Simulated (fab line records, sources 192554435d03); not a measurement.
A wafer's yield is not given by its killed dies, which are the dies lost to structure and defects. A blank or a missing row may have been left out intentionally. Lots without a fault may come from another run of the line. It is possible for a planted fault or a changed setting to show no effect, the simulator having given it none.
Comparing a struck lot with a sound one ; flow n5 finfet ; 15 steps out of a route of 1938
Sound: these wafers, L586.1, L586.2, L586.6. Wafers L597.2, L597.3, L597.5 were the ones struck. At the end, the cause is stated.
Order at every step that has rows: each side's tool, ch and its chambers, its first start. Under that, the readings that differ: sound wafers ; struck wafers ; difference of the means ; sigmas: that difference in standard deviations of wafers without a fault.
alike: same words and numbers on both sides, and readings whose means sit less than 2 such deviations apart. not compared: any withheld reading, any reading some wafer has no value for, any bound like >300 that may hide the same value, and any number with overlapping values for which the record gives no deviation.
A row with sigmas, a row that says differs or no value, or rows on one side alone: a step with any of these is where the two part. Numbers that have no deviation but don't overlap get no sigmas and don't part them. A reading that every wafer of one side lacks parts them only if that side has two wafers or more.

N5_BEOL_M5_OVL_MEAS_12:
  sound on overlay-02 ch 0, day 7 20:24; struck on overlay-02 ch 0, day 11 04:43
  alike: M5_OVL
N5_BEOL_M5_INSPECT_13: inspects for defects (brightfield).
  sound: defect inspect-02 at day 7 20:28; struck: defect inspect-02 at day 11 04:47
  alike: raw defect count
then, 1 step without rows for these wafers: N5_BEOL_M5_DESCUM_16 (chemistry O2, time 7 s).
N5_BEOL_M5_ETCH_72: etches underlayer in N2/H2, target depth 6.5 nm, time 5.2 s.
  sound on rie diel-01 ch 0,2,3, day 7 21:04; struck on rie diel-05 ch 0,2,3, day 11 04:50
  alike: bias w, drypump motor current A, etch rf on time s, oes product au, rf vpp V, showerhead plenum p Torr, throttle valve pct
  not compared: rf hours counter h
N5_BEOL_M5_ETCH_61: etches SiARC in CF4, target depth 15.6 nm, time 26 s.
  sound on rie diel-01 ch 0,2,3, day 7 21:04; struck on rie diel-05 ch 0,2,3, day 11 04:52
  alike: bias w, drypump motor current A, etch rf on time s, oes product au, rf vpp V, showerhead plenum p Torr, throttle valve pct
  not compared: rf hours counter h
N5_BEOL_M5_ETCH_62: etches SOC in N2/H2, target depth 75 nm, overetch 15 nm, time 112.5 s.
  sound on rie diel-01 ch 0,2,3, day 7 21:06; struck on rie diel-05 ch 0,2,3, day 11 04:53
  alike: bias w, drypump motor current A, oes product au, rf vpp V, showerhead plenum p Torr, throttle valve pct
  not compared: rf hours counter h
then, 2 steps without rows for these wafers: N5_BEOL_M5_STRIP_63 (strips in N2/H2); N5_BEOL_M5_STRIP_73 (strips in N2/H2).
N5_BEOL_M5_STRIP_64: strips in CF4.
  sound on rie diel-01 ch 0,2,3, day 7 21:14; struck on rie diel-05 ch 0,2,3, day 11 05:01
  alike: drypump motor current A, oes product au, rf vpp V, showerhead plenum p Torr, throttle valve pct
  not compared: rf hours counter h
N5_BEOL_M5_HM_OPEN_17: chemistry Cl2/BCl3, target TiN, target depth 20 nm, overetch 6 nm.
  sound on rie metal-01 ch 0,1, day 7 21:16; struck on rie metal-01 ch 0,1, day 11 05:04
  alike: bias w, drypump motor current A, oes product au, throttle valve pct
  not compared: rf hours counter h
then, 1 step without rows for these wafers: N5_BEOL_M5_STRIP_19 (strips in O2).
N5_BEOL_M5_CD_MEAS_18: pitch 56 nm, target cd 28 nm.
  sound: cd sem-02 at day 7 21:34; struck: cd sem-03 at day 11 05:25
  alike: cd nm
N5_BEOL_M5_COAT_65: time 60 s, resist thk 60 nm.
  sound on litho track-04 ch 0, day 7 21:49; struck on litho track-04 ch 0, day 11 07:07
reading;sound;struck;difference;sigmas
heater power total W (W);498.1 502.3 500.5;487.3 487.5 485.8;-13.4;-8
plate temp C (C);249.85 249.94 249.92;244.01 243.96 244.02;-5.91;-37
then, 1 step without rows for these wafers: N5_BEOL_M5_COAT_66 (time 60 s, resist thk 12 nm).
-- the record jumps here: 4 days lie between the struck wafers' starts before and after (it left off in module BEOL_M5 and takes up again in module PASSIVATION, whose first step shown is number 1936 of the route) --
N5_PASSIVATION_PROBE_49:
  sound: prober-02 at day 12 08:33; struck: prober-02 at day 15 16:52
  alike: defect limited yield, killed_at_M0_to_M3, killed_at_M4_up, killed at contacts, killed at front end, killed at other, killed dies, killed open, killed short, sort_bin_5_function, sort_bin_6_memory, sort n pass, sort yield pct

WHERE THEY PART
N5_BEOL_M5_COAT_65 only, going by this record. Later steps at which nothing parts them and some readings are alike: N5_PASSIVATION_PROBE_49.

WHY: the cause the simulator had injected
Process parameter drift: litho track-04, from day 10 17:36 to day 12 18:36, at N5_BEOL_M5_COAT_65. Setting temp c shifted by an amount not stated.
